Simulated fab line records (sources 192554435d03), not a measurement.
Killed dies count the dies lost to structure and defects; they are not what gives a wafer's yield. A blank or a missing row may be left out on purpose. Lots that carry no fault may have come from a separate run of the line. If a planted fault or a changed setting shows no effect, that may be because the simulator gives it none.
fab line records	flow n5_finfet
record lots=7	wafers=21	last_day=18
route steps=1938 shown BEOL_M0_SAQP@635 BEOL_M4@1111 PASSIVATION@1936
lots that met no fault: taken from a fault-free run of the same line
start_h: the number of hours between the record's first day and the start of the first shown wafer of the lot	wait_h: hours since the lot's step before	" unchanged from the row above	L1.1+2: a row that stands for several wafers	- no value, or no start was given	* or withheld: withheld	< > ~ a bound
route shown NAME@n: NAME is a module with steps in the file, n the number in the route of the first one	usual: the fault-free wafers' mean and standard deviation	same: alike in all rows	chamber/n: place in a boat	sites: per-site readings	_std_site: how widely they spread, as a standard deviation	_edge_site: inner sites' mean taken away from outer sites' mean	radius_mm: how far each site lies from the wafer's centre	mask NAME#n: copy n	behind: tool/chamber where the wafer was last shaped	hold: cause of the lot's hold/its duration in hours/its outcome	device: the n, p or np transistor that did not switch	end of line: at the end of the route, the tests of the same wafers	for a step that has no rows: nothing shown but its recipe	killed: not the wafer's yield, but the dies lost to structure and defects at the first sort	map: per-die view of a wafer (x killed, . not killed, _ where there is no die)
set.NAME: setting as actually run; set.NAME@STEP: the setting as run at that earlier step	model.NAME: the simulator's own value behind a step, which no gauge read
a table for each step, a row for each wafer; lots at some steps of the route
services: the hour from which a tool's chamber was out of use, counted from the record's first day as start_h (under 0 if before that day), plus the number of hours and why
## steps
# step N5_BEOL_M0_SAQP_PECVD_03
# recipe material=SiCN	target_thk_a=120	temp_c=withheld	precursor=3MS/NH3	pressure_torr=3	rf_w=202	time_s=21.1
# usual showerhead_plenum_p_Torr=3.672/0.011	throttle_valve_pct=8.7/0.32
lot.wafer	tool	chamber	start_h	wait_h	showerhead_plenum_p_Torr	throttle_valve_pct
L579.1	pecvd-01	1	115.04	0.1	3.680	8.8
L579.3	"	0	"	"	3.674	8.6
L579.4	"	1	"	"	3.669	9.1
L585.2	pecvd-02	0	150.94	0.1	3.667	8.9
L585.3	"	1	"	"	3.659	8.6
L585.4	"	1	"	"	3.672	8.7
L587.1	pecvd-02	1	163.22	0.1	3.668	8.8
L587.3	"	2	"	"	3.660	8.6
L587.4	"	0	"	"	3.663	8.5
L588.2	pecvd-02	0	172.31	0.1	3.659	8.8
L588.5	"	1	"	"	3.668	8.5
L588.6	"	0	"	"	3.671	9.0
L589.2	pecvd-01	2	173.57	0.1	3.693	8.0
L589.3	"	0	"	"	3.678	8.7
L589.5	"	0	"	"	3.689	9.0
L592.2	pecvd-01	0	199.60	0.1	3.683	8.7
L592.5	"	1	"	"	3.678	9.4
L592.6	"	2	"	"	3.691	8.4
L601.2	pecvd-01	2	244.31	0.1	3.675	7.8
L601.4	"	2	"	"	3.692	8.1
L601.6	"	0	"	"	3.688	8.9
# step N5_BEOL_M0_SAQP_PECVD_96
# recipe material=a-Si	target_thk_a=450	temp_c=350	precursor=SiH4/He	pressure_torr=3	rf_w=100	time_s=45.2
# usual heater_power_w=644/50	showerhead_plenum_p_Torr=5.70/0.041	throttle_valve_pct=17.4/0.59
lot.wafer	tool	chamber	start_h	wait_h	heater_power_w	showerhead_plenum_p_Torr	throttle_valve_pct
L579.1	pecvd-01	1	115.07	0.0	643	5.71	18.0
L579.3	"	0	"	"	689	5.73	17.3
L579.4	"	1	"	"	665	5.70	17.9
L585.2	pecvd-02	0	150.97	0.0	599	5.67	17.6
L585.3	"	1	"	"	619	5.68	17.2
L585.4	"	1	"	"	626	5.68	17.4
L587.1	pecvd-02	1	163.25	0.0	605	5.67	16.9
L587.3	"	2	"	"	702	5.66	17.4
L587.4	"	0	"	"	617	5.66	17.4
L588.2	pecvd-02	0	172.34	0.0	602	5.66	17.5
L588.5	"	1	"	"	582	5.69	17.2
L588.6	"	0	"	"	592	5.65	17.8
L589.2	pecvd-01	2	173.60	0.0	613	5.79	16.3
L589.3	"	0	"	"	684	5.73	17.6
L589.5	"	0	"	"	697	5.75	17.6
L592.2	pecvd-01	0	199.63	0.0	595	5.74	17.6
L592.5	"	1	"	"	753	5.70	18.1
L592.6	"	2	"	"	638	5.77	16.0
L601.2	pecvd-01	2	244.34	0.0	633	5.77	16.1
L601.4	"	2	"	"	634	5.76	16.5
L601.6	"	0	"	"	663	5.74	17.8
# step N5_BEOL_M0_SAQP_PECVD_97
# recipe material=SiNx	target_thk_a=230	temp_c=350	precursor=SiH4/NH3/N2	pressure_torr=1.5	rf_w=300	time_s=19.9
# usual heater_power_w=581/71	showerhead_plenum_p_Torr=5.18/0.057	throttle_valve_pct=38.2/1.3
lot.wafer	tool	chamber	start_h	wait_h	heater_power_w	showerhead_plenum_p_Torr	throttle_valve_pct
L579.1	pecvd-01	1	115.12	0.0	659	5.18	39.5
L579.3	"	0	"	"	625	5.24	38.2
L579.4	"	1	"	"	657	5.18	39.5
L585.2	pecvd-02	0	151.02	0.0	488	5.11	38.9
L585.3	"	1	"	"	553	5.16	37.6
L585.4	"	1	"	"	551	5.16	38.0
L587.1	pecvd-02	1	163.30	0.0	588	5.14	37.6
L587.3	"	2	"	"	571	5.16	38.1
L587.4	"	0	"	"	518	5.13	38.6
L588.2	pecvd-02	0	172.39	0.0	497	5.13	38.8
L588.5	"	1	"	"	533	5.17	37.6
L588.6	"	0	"	"	495	5.13	39.2
L589.2	pecvd-01	2	173.65	0.0	580	5.28	35.5
L589.3	"	0	"	"	631	5.24	38.6
L589.5	"	0	"	"	630	5.23	38.0
L592.2	pecvd-01	0	199.68	0.0	599	5.24	38.4
L592.5	"	1	"	"	692	5.17	39.6
L592.6	"	2	"	"	558	5.30	35.8
L601.2	pecvd-01	2	244.39	0.0	577	5.29	35.8
L601.4	"	2	"	"	582	5.30	35.7
L601.6	"	0	"	"	526	5.24	38.5
# step N5_BEOL_M0_SAQP_PECVD_04
# recipe material=a-Si	target_thk_a=600	temp_c=350	precursor=SiH4/He	pressure_torr=3	rf_w=100	time_s=60.2
# usual heater_power_w=650/66	showerhead_plenum_p_Torr=5.70/0.042	throttle_valve_pct=17.4/0.6
lot.wafer	tool	chamber	start_h	wait_h	heater_power_w	showerhead_plenum_p_Torr	throttle_valve_pct
L579.1	pecvd-01	1	115.16	0.0	694	5.71	17.9
L579.3	"	0	"	"	657	5.75	17.5
L579.4	"	1	"	"	698	5.70	17.9
L585.2	pecvd-02	0	151.06	0.0	565	5.66	17.6
L585.3	"	1	"	"	570	5.67	17.3
L585.4	"	1	"	"	569	5.69	17.1
L587.1	pecvd-02	1	163.33	0.0	651	5.69	17.1
L587.3	"	2	"	"	737	5.68	17.3
L587.4	"	0	"	"	551	5.67	17.9
L588.2	pecvd-02	0	172.43	0.0	580	5.65	17.5
L588.5	"	1	"	"	656	5.70	16.8
L588.6	"	0	"	"	577	5.65	17.7
L589.2	pecvd-01	2	173.69	0.0	623	5.77	16.2
L589.3	"	0	"	"	597	5.74	17.6
L589.5	"	0	"	"	607	5.75	17.5
L592.2	pecvd-01	0	199.72	0.0	670	5.76	17.7
L592.5	"	1	"	"	707	5.70	18.0
L592.6	"	2	"	"	627	5.77	16.3
L601.2	pecvd-01	2	244.43	0.0	640	5.78	16.2
L601.4	"	2	"	"	666	5.78	16.2
L601.6	"	0	"	"	675	5.74	17.6
# step N5_BEOL_M0_SAQP_THK_MEAS_05
# usual thk_nm=60.2/0.86
lot.wafer	tool	chamber	start_h	wait_h	thk_nm
L579.1	film_metro-01	-	115.26	0.1	59.9
L579.3	"	-	"	"	60.1
L579.4	"	-	"	"	60.1
L585.2	film_metro-02	-	151.15	0.1	59.4
L585.3	"	-	"	"	59.8
L585.4	"	-	"	"	60.8
L587.1	film_metro-02	-	163.43	0.1	59.8
L587.3	"	-	"	"	60.6
L587.4	"	-	"	"	61.4
L588.2	film_metro-01	-	172.52	0.1	59.6
L588.5	"	-	"	"	60.9
L588.6	"	-	"	"	61.0
L589.2	film_metro-01	-	173.78	0.1	60.3
L589.3	"	-	"	"	59.2
L589.5	"	-	"	"	61.6
L592.2	film_metro-02	-	199.82	0.1	59.1
L592.5	"	-	"	"	59.1
L592.6	"	-	"	"	61.2
L601.2	film_metro-02	-	244.52	0.1	60.3
L601.4	"	-	"	"	61.1
L601.6	"	-	"	"	60.2
# step N5_BEOL_M0_SAQP_HM_DEP_111
# recipe material=SiO2	target_thk_a=120	temp_c=400	precursor=SiH4/N2O	pressure_torr=0.75	rf_w=275	time_s=7.2
# usual heater_power_w=804/97	showerhead_plenum_p_Torr=8.20/0.11
lot.wafer	tool	chamber	start_h	wait_h	heater_power_w	showerhead_plenum_p_Torr
L579.1	pecvd-01	2	115.29	0.0	824	8.44
L579.3	"	0	"	"	779	8.36
L579.4	"	2	"	"	823	8.45
L585.2	pecvd-02	2	151.19	0.0	778	8.17
L585.3	"	0	"	"	740	8.14
L585.4	"	0	"	"	757	8.14
L587.1	pecvd-01	2	163.47	0.0	789	8.44
L587.3	"	1	"	"	985	8.23
L587.4	"	1	"	"	977	8.21
L588.2	pecvd-01	1	172.56	0.0	892	8.22
L588.5	"	2	"	"	819	8.43
L588.6	"	0	"	"	763	8.35
L589.2	pecvd-04	2	173.82	0.0	738	8.10
L589.3	"	1	"	"	625	8.17
L589.5	"	1	"	"	641	8.16
L592.2	pecvd-02	2	199.85	0.0	805	8.17
L592.5	"	1	"	"	814	8.19
L592.6	"	0	"	"	734	8.11
L601.2	pecvd-04	0	244.56	0.0	1012	8.07
L601.4	"	1	"	"	709	8.17
L601.6	"	2	"	"	727	8.09
# step N5_BEOL_M0_SAQP_COAT_81
# recipe resist=SOC	temp_c=250	time_s=60	spin_rpm=1500	resist_thk_nm=100
# step N5_BEOL_M0_SAQP_COAT_82
# recipe resist=SiARC	temp_c=220	time_s=60	spin_rpm=1500	resist_thk_nm=30
# step N5_BEOL_M0_SAQP_COAT_08
# recipe resist=CAR-ArF	spin_rpm=1500	resist_thk_nm=90
# step N5_BEOL_M0_SAQP_EBR_10
# recipe solvent=PGMEA	ebr_width_mm=1.5
# step N5_BEOL_M0_SAQP_SOFTBAKE_09
# recipe temp_c=110	time_s=60	resist=CAR-ArF
# step N5_BEOL_M0_SAQP_EXPOSE_11
# recipe mask_id=M0_CORE	na=1.35	source_shape=dipole	sigma_inner=0.538	sigma_outer=0.738	polarization=te	target_cd_nm=42	dose_mj=55
# step N5_BEOL_M0_SAQP_PEB_12
# recipe peb_temp_c=withheld	peb_time_s=60	resist=CAR-ArF
# usual chill_plate_temp_C=23.01/0.1
lot.wafer	tool	chamber	start_h	wait_h	chill_plate_temp_C
L579.1	litho_track-05	0	115.67	0.1	23.20
L579.3	"	0	"	"	23.01
L579.4	"	0	"	"	22.90
L585.2	litho_track-02	0	151.44	0.0	22.88
L585.3	"	0	"	"	22.94
L585.4	"	0	"	"	22.99
L587.1	litho_track-02	0	163.85	0.1	23.11
L587.3	"	0	"	"	23.04
L587.4	"	0	"	"	22.86
L588.2	litho_track-02	0	172.81	0.0	22.88
L588.5	"	0	"	"	23.05
L588.6	"	0	"	"	23.08
L589.2	litho_track-02	0	174.22	0.0	23.15
L589.3	"	0	"	"	22.98
L589.5	"	0	"	"	22.89
L592.2	litho_track-05	0	200.23	0.0	23.12
L592.5	"	0	"	"	23.00
L592.6	"	0	"	"	23.04
L601.2	litho_track-03	0	244.94	0.0	23.05
L601.4	"	0	"	"	23.02
L601.6	"	0	"	"	23.05
# step N5_BEOL_M0_SAQP_DEVELOP_13
# recipe develop_time_s=30	developer=TMAH	resist=CAR-ArF	dev_temp_c=23	rinse_liquid=diw	dry=air_spin
# step N5_BEOL_M0_SAQP_CD_MEAS_14
# recipe target_cd_nm=42.5	landing_energy_ev=500	detector=se_inlens
# usual cd_nm=42.6/0.32
lot.wafer	tool	chamber	start_h	wait_h	cd_nm
L579.1	cd_sem-02	0	115.74	-	42.5
L579.3	"	0	"	"	42.7
L579.4	"	0	"	"	42.7
L585.2	cd_sem-02	0	151.51	-	42.8
L585.3	"	0	"	"	43.3
L585.4	"	0	"	"	42.5
L587.1	cd_sem-01	0	163.91	-	37.6
L587.3	"	0	"	"	38.1
L587.4	"	0	"	"	37.5
L588.2	cd_sem-03	0	172.88	-	38.8
L588.5	"	0	"	"	38.7
L588.6	"	0	"	"	39.1
L589.2	cd_sem-02	0	174.29	-	37.9
L589.3	"	0	"	"	38.4
L589.5	"	0	"	"	38.6
L592.2	cd_sem-01	0	200.30	-	43.0
L592.5	"	0	"	"	42.6
L592.6	"	0	"	"	42.6
L601.2	cd_sem-03	0	245.00	-	42.1
L601.4	"	0	"	"	42.5
L601.6	"	0	"	"	42.8
# step N5_BEOL_M0_SAQP_OVL_MEAS_15
# recipe points_per_wafer=44
# usual M0_CORE_OVL=0.0/0.79
lot.wafer	tool	chamber	start_h	wait_h	M0_CORE_OVL[nm]
L579.1	overlay-02	0	115.77	0.0	-1.2
L579.3	"	0	"	"	-0.3
L579.4	"	0	"	"	-1.1
L585.2	overlay-01	0	151.54	0.0	-0.8
L585.3	"	0	"	"	0.4
L585.4	"	0	"	"	0.3
L587.1	overlay-01	0	163.94	0.0	-0.2
L587.3	"	0	"	"	1.8
L587.4	"	0	"	"	0.9
L588.2	overlay-01	0	172.91	0.0	-0.6
L588.5	"	0	"	"	0.1
L588.6	"	0	"	"	0.0
L589.2	overlay-02	0	174.32	0.0	0.8
L589.3	"	0	"	"	-0.3
L589.5	"	0	"	"	0.4
L592.2	overlay-02	0	200.33	0.0	-0.8
L592.5	"	0	"	"	-0.6
L592.6	"	0	"	"	-1.5
L601.2	overlay-01	0	245.03	0.0	-0.1
L601.4	"	0	"	"	-0.6
L601.6	"	0	"	"	-0.8
# step N5_BEOL_M4_RC_MEAS_101
# usual DIBL_N=35.8/1.6	DIBL_P=36.0/1.9	IOFF_N=0.151/0.029	IOFF_P=0.21/0.037	ION_N=673/12	ION_P=463/7.3	SS_N=71.5/0.58	SS_P=73.2/0.61	VT_N=251/3.3	VT_P=-250/3.3
lot.wafer	tool	chamber	start_h	wait_h	DIBL_N[mV/V]	DIBL_P[mV/V]	IOFF_N[nA/um]	IOFF_P[nA/um]	ION_N[uA/um]	ION_P[uA/um]	SS_N[mV/dec]	SS_P[mV/dec]	VT_N[mV]	VT_P[mV]
L579.1	prober-01	0	167.23	0.0	36.0	34.6	0.149	0.19	670	462	71.2	72.9	252	-252
L579.3	"	0	"	"	37.7	37.0	0.179	0.24	687	472	71.2	73.5	246	-247
L579.4	"	0	"	"	35.0	33.2	0.124	0.18	664	458	71.3	72.8	254	-252
L587.1	prober-02	0	213.18	0.0	33.6	35.0	0.128	0.22	662	467	72.3	73.0	256	-248
L587.3	"	0	"	"	33.8	34.5	0.136	0.21	667	465	71.4	72.9	251	-247
L587.4	"	0	"	"	36.6	38.1	0.195	0.28	684	472	72.1	73.7	248	-243
L585.2	prober-02	0	220.56	0.2	39.2	40.5	0.212	0.25	688	470	71.9	73.7	245	-249
L585.3	"	0	"	"	36.3	36.0	0.138	0.19	680	461	71.9	73.4	253	-252
L585.4	"	0	"	"	39.0	39.5	0.199	0.24	685	465	71.9	73.9	246	-249
L588.2	prober-02	0	239.49	0.2	35.7	36.8	0.165	0.23	678	467	71.4	73.1	248	-247
L588.5	"	0	"	"	36.6	38.7	0.195	0.27	692	475	71.9	73.5	247	-246
L588.6	"	0	"	"	36.0	37.5	0.173	0.25	673	466	72.4	74.3	245	-248
L589.2	prober-01	0	241.81	0.2	34.1	35.2	0.120	0.15	663	457	70.9	72.3	253	-255
L589.3	"	0	"	"	35.6	37.2	0.146	0.18	677	458	71.0	73.2	253	-256
L589.5	"	0	"	"	34.7	35.9	0.125	0.17	654	450	70.3	73.0	256	-256
L592.2	prober-02	0	261.20	0.2	35.5	34.8	0.130	0.18	666	460	71.4	72.2	254	-253
L592.5	"	0	"	"	37.9	37.1	0.165	0.21	673	459	71.2	73.7	249	-253
L592.6	"	0	"	"	34.9	33.7	0.116	0.16	662	454	70.8	72.5	256	-257
L601.2	prober-01	0	314.73	0.2	34.0	34.4	0.113	0.19	654	457	71.1	73.3	256	-252
L601.4	"	0	"	"	33.1	34.0	0.114	0.18	671	471	70.7	72.3	258	-251
L601.6	"	0	"	"	31.8	32.0	0.099	0.15	664	463	71.3	72.2	257	-252
# step N5_PASSIVATION_PROBE_49
# usual defect_limited_yield=90.9/1.4	killed_at_M0_to_M3=37/12	killed_at_M4_up=14/5.3	killed_at_contacts=12/6.2	killed_at_front_end=41/11	killed_at_other=3.7/2.9	killed_dies=107/17	killed_open=71/12	killed_short=34/7.9	sort_bin_5_function=5.3/0.95	sort_bin_6_memory=3.4/0.7	sort_n_pass=1073/17	sort_yield_pct=90.9/1.5
# same gross_dies=1180	killed_at_back_side=0	sort_bin_4_leakage[%]=0	sort_bin_8_speed[%]=0
lot.wafer	tool	chamber	start_h	wait_h	defect_limited_yield[%]	killed_at_M0_to_M3	killed_at_M4_up	killed_at_contacts	killed_at_front_end	killed_at_other	killed_dies	killed_open	killed_short	sort_bin_5_function[%]	sort_bin_6_memory[%]	sort_n_pass	sort_yield_pct[%]
L587.1	prober-02	-	317.43	0.0	89.2	57	13	15	41	1	127	75	24	6.7	3.6	1053	89.2
L587.3	prober-02	-	317.53	0.1	87.3	87	8	18	34	3	150	82	37	8.2	4.2	1030	87.3
L587.4	prober-02	-	317.58	0.2	90.5	59	7	6	37	3	112	56	23	6.5	2.4	1068	90.5
L588.2	prober-02	-	341.87	0.1	92.9	30	15	6	32	1	84	54	25	4.3	2.5	1096	92.9
L588.5	prober-02	-	342.02	0.2	91.2	25	19	12	44	4	104	70	29	6.0	2.8	1076	91.2
L588.6	prober-02	-	342.07	0.3	91.7	19	10	8	55	6	98	49	45	4.2	3.5	1082	91.7
# killed by level:class
L587.1 BEOL_M0_SAQP:area_peb=22 STI_FIN_REVEAL:geometric_particle:open=11 MOL_CONTACT_COAG:geometric_particle:open=10 DUMMY_GATE:geometric_particle:open=10 BEOL_M3:geometric_particle:open=8 BEOL_M0_SAQP:geometric_particle:short=6 BEOL_M1:geometric_particle:open=6 FIN_SAQP:geometric_particle:open=5
L587.3 BEOL_M0_SAQP:area_peb=25 BEOL_M3:geometric_particle:open=14 BEOL_M2:geometric_particle:open=12 MOL_CONTACT_COAG:geometric_particle:open=10 BEOL_M1:geometric_particle:open=10 STI_FIN_REVEAL:geometric_particle:open=8 BEOL_M2:geometric_particle:short=8 DUMMY_GATE:geometric_particle:open=6
L587.4 BEOL_M0_SAQP:area_peb=26 BEOL_M1:geometric_particle:open=9 DUMMY_GATE:geometric_particle:open=7 HKMG_FIN:area_etch=6 GATE_CUT:geometric_particle:short=5 BEOL_M0_SAQP:geometric_particle:short=5 BEOL_M2:geometric_particle:open=5 BEOL_M3:geometric_particle:open=5
L588.2 BEOL_M0_SAQP:geometric_particle:open=9 BEOL_M4:geometric_particle:open=7 FIN_SAQP:geometric_particle:short=6 BEOL_M3:geometric_particle:open=6 GATE_CUT:geometric_particle:open=5 BEOL_M0_SAQP:geometric_particle:short=5 STI_FIN_REVEAL:geometric_particle:open=4 GATE_CUT:geometric_particle:short=4
L588.5 GATE_CUT:geometric_particle:open=11 MOL_CONTACT_COAG:geometric_particle:open=11 STI_FIN_REVEAL:geometric_particle:open=9 GATE_CUT:geometric_particle:short=9 FIN_SAQP:geometric_particle:short=6 BEOL_M1:geometric_particle:open=6 BEOL_M2:geometric_particle:open=4 BEOL_M4:geometric_particle:open=4
L588.6 GATE_CUT:geometric_particle:short=11 FIN_SAQP:geometric_particle:short=9 FIN_SAQP:geometric_particle:open=8 GATE_CUT:geometric_particle:open=8 STI_FIN_REVEAL:geometric_particle:open=5 MOL_CONTACT_COAG:geometric_particle:open=5 DUMMY_GATE:geometric_particle:open=4 BEOL_M0_SAQP:geometric_particle:short=4
## services
tool	chamber	start_h	hours	kind
pecvd-04	1	99.31	8.8	repair
pecvd-02	1	113.56	5.0	scheduled_down
pecvd-01	-	139.51	14.6	pm
pecvd-04	0	166.05	-	clean
pecvd-04	0	166.05	29.5	scheduled_down
pecvd-04	0	166.05	29.5	vent_cycle
pecvd-02	0	181.80	2.1	scheduled_down
pecvd-02	1	197.56	2.1	scheduled_down
pecvd-04	2	202.38	-	clean
pecvd-04	2	202.38	-	consumable_replace:showerhead
pecvd-04	2	202.38	29.0	scheduled_down
pecvd-04	2	202.38	29.0	vent_cycle
pecvd-01	0	239.72	2.1	scheduled_down
## key
first_sign step=N5_BEOL_M0_SAQP_CD_MEAS_14	reading=cd_nm	direction=down	sigmas=14	usual=42.6	struck=38.3	through=control_loop
effect none on later readings
met_at N5_BEOL_M0_SAQP_PEB_12
struck_wafers L587.1,L587.3,L587.4,L588.2,L588.5,L588.6,L589.2,L589.3,L589.5
rows_end L589.2,L589.3,L589.5
loop_trim step=N5_BEOL_M0_SAQP_EXPOSE_11	setting=dose	lots=L588
onset_between 151.44 163.85
fault kind=process_parameter_drift	tool=litho_track-02	chamber=-	onset_h=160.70	steps=N5_BEOL_M0_SAQP_PEB_12	channel=peb_temp_c	offset=withheld	shape=step	acts_in=*
# rows_end: these wafers met a further fault down the route, and their rows from its step on are left out
# loop_trim: a control loop set the setting to another value than it would have without faults
